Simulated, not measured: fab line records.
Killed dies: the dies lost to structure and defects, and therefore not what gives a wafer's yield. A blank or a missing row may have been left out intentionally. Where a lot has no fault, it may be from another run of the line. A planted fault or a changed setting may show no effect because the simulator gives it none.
Comparing a struck lot with a sound one	flow n5Finfet	38 out of 1938 route steps
Sound: these wafers, L279.1, L279.5, L279.6. Struck: wafer L297.2 (L297.3, L297.4, from the same lot, were not struck and are left out); the cause is given at the end.
For every step that has rows: the tool of each side, followed by ch and its chambers, followed by its first start. Under that, the readings that differ: sound wafers	struck wafers	difference of the means	sigmas: that difference in standard deviations of wafers without a fault.
alike: words and numbers the same on both sides, and readings whose means are apart by under 2 such deviations; not compared: readings that were withheld, readings missing a value for some wafer, numbers with overlapping values and no deviation given by the record, and bounds like >300 which may hide the same value.
Wherever a step has rows on one side only, a row that says differs or no value, or a row with sigmas, the two part there. When numbers do not overlap yet have no deviation, they are printed without sigmas and do not part them. Lack of a reading on every wafer of one side parts them only where that side has two or more wafers.

first, 9 steps without rows for these wafers: N5_BEOL_M13_SOFTBAKE_23 (time 60 s); N5_BEOL_M13_EXPOSE_25 (exposes mask M13, target cd 210 nm); N5_BEOL_M13_PEB_26 (peb time 90 s); N5_BEOL_M13_DEVELOP_27 (develop time 45 s); N5_BEOL_M13_HARDBAKE_32 (time 120 s); N5_BEOL_M13_DESCUM_33 (chemistry O2, time 7.9 s); N5_BEOL_M13_ETCH_67 (etches SiARC in CF4, target depth 143 nm, time 238.3 s); N5_BEOL_M13_ETCH_68 (etches SOC in N2/H2, time 355 s); N5_BEOL_M13_STRIP_69 (strips in N2/H2).
N5_BEOL_M13_TRENCH_ETCH_34: etches SiOC in C4F8/O2/Ar, target depth 413.47 nm, time 162.6 s.
  sound on rieDiel-03 ch 0,3, day 11 03:53; struck on rieDiel-03 ch 1, day 16 05:59
reading	sound	struck	difference	sigmas
model.etch.depthNm (nm)	418.4 402.7 412	357.4	-53.6	
  alike: O2_flow_sccm, chamberPressureMTorr, drypumpMotorCurrentA, oesProductAu, rfVppV, showerheadPlenumPTorr, throttleValvePct
  not compared: rfHoursCounterH
then, 1 step without rows for these wafers: N5_BEOL_M13_STRIP_70 (strips in C4F8/O2/Ar).
N5_BEOL_M13_OCD_MEAS_35:
  sound: ocd-02 at day 11 04:03; struck: ocd-02 at day 16 06:10
reading	sound	struck	difference	sigmas
trenchDepthNm (nm)	417 402 412	357	-53	-8
then, 11 steps without rows for these wafers: N5_BEOL_M13_STRIP_37 (strips in N2/H2); N5_BEOL_M13_ETCH_38 (etches SiCN in CF4/N2, target depth 67.5 nm, time 71.9 s); N5_BEOL_M13_PRECLEAN_39 (cleans in residue remover, time 60 s); N5_BEOL_M13_SRD_40 (time 30 s, dry time 30 s); N5_BEOL_M13_DEGAS_41 (time 60 s); N5_BEOL_M13_PRE_CLEAN_42 (time 30 s); N5_BEOL_M13_SPUTTER_43 (material TaN, target thk 15 nm, time 24.19 s); N5_BEOL_M13_SPUTTER_44 (material Ta, target thk 10 nm, time 16.13 s); N5_BEOL_M13_SPUTTER_45 (material Cu, target thk 80 nm, time 13.33 s); N5_BEOL_M13_ECD_47 (material Cu, target thk 936 nm); N5_BEOL_M13_ANNEAL_48 (time 90 s).
N5_BEOL_M13_CMP_49: polishes, stops on SiOC, t overpolish 17.1 s, target thk 420 nm.
  sound on cmp-02 ch 1,2, day 11 06:59; struck on cmp-02 ch 3, day 16 08:02
reading	sound	struck	difference	sigmas
barrierFieldEndpointS (s)	31.5 30.9 30.4	29.5	-1.4	-2
model.Cu_of_BEOL_M13_ECD_47.thkNm (nm)	426 410 419.4	364.6	-53.9	
  alike: motorCurrentA, overpolishRunS
N5_BEOL_M13_THK_MEAS_50: measures by xrf.
  sound: filmMetro-02 at day 11 07:14; struck: filmMetro-02 at day 16 08:19
reading	sound	struck	difference	sigmas
M13_THK (nm)	423 408 416	360	-56	-7
then, 2 steps without rows for these wafers: N5_BEOL_M13_PRE_CLEAN_52 (time 15 s); N5_BEOL_M13_DEP_53 (deposits SiCN from 3MS/NH3, target thk 50 nm, time 17.8 s).
N5_BEOL_M13_RS_MEAS_54: measurement is done with a four-point probe.
  sound: filmMetro-02 at day 11 07:22; struck: filmMetro-02 at day 16 08:27
reading	sound	struck	difference	sigmas
M13_RS (ohm/sq)	0.0444 0.0461 0.0451	0.0520	+0.0068	+9
then, 9 steps without rows for these wafers: N5_BEOL_M14_ILD_DEP_00 (deposits SiO2 from TEOS/O2, target thk 1119.3 nm, time 237.4 s); N5_BEOL_M14_COAT_58 (time 60 s, resist thk 89 nm); N5_BEOL_M14_COAT_04 (resist thk 800 nm); N5_BEOL_M14_EBR_06; N5_BEOL_M14_SOFTBAKE_05 (time 60 s); N5_BEOL_M14_EXPOSE_07 (exposes mask V13); N5_BEOL_M14_PEB_08 (peb time 90 s); N5_BEOL_M14_DEVELOP_09 (develop time 45 s); N5_BEOL_M14_HARDBAKE_14 (time 120 s).
N5_BEOL_M15_RC_MEAS_101:
  sound on prober-01 ch 0, day 11 18:01; struck on prober-01 ch 0, day 16 22:06
reading	sound	struck	difference	sigmas
SERP_M10 (ohm/um)	3.02 3.01 2.94	3.20	+0.21	+2
SERP_M12 (ohm/um)	0.634 0.629 0.631	0.666	+0.035	+2
SERP_M13 (ohm/um)	0.306 0.321 0.317	0.370	+0.055	+9
SERP_M13_max_site (ohm/um)	0.308 0.325 0.320	0.376	+0.058	+9
  alike: etestTempC, COMB_M10, COMB_M11, COMB_M12, COMB_M14, COMB_M15, COMB_M5, COMB_M6, COMB_M7, COMB_M8, COMB_M9, SERP_M10_max_site, SERP_M11, SERP_M14, SERP_M5, SERP_M6, SERP_M7, SERP_M8, SERP_M9

== WHERE THEY PART ==
Last at N5_BEOL_M15_RC_MEAS_101 as far as this record goes, first at N5_BEOL_M13_OCD_MEAS_35.

WHY: whatever the simulator had introduced
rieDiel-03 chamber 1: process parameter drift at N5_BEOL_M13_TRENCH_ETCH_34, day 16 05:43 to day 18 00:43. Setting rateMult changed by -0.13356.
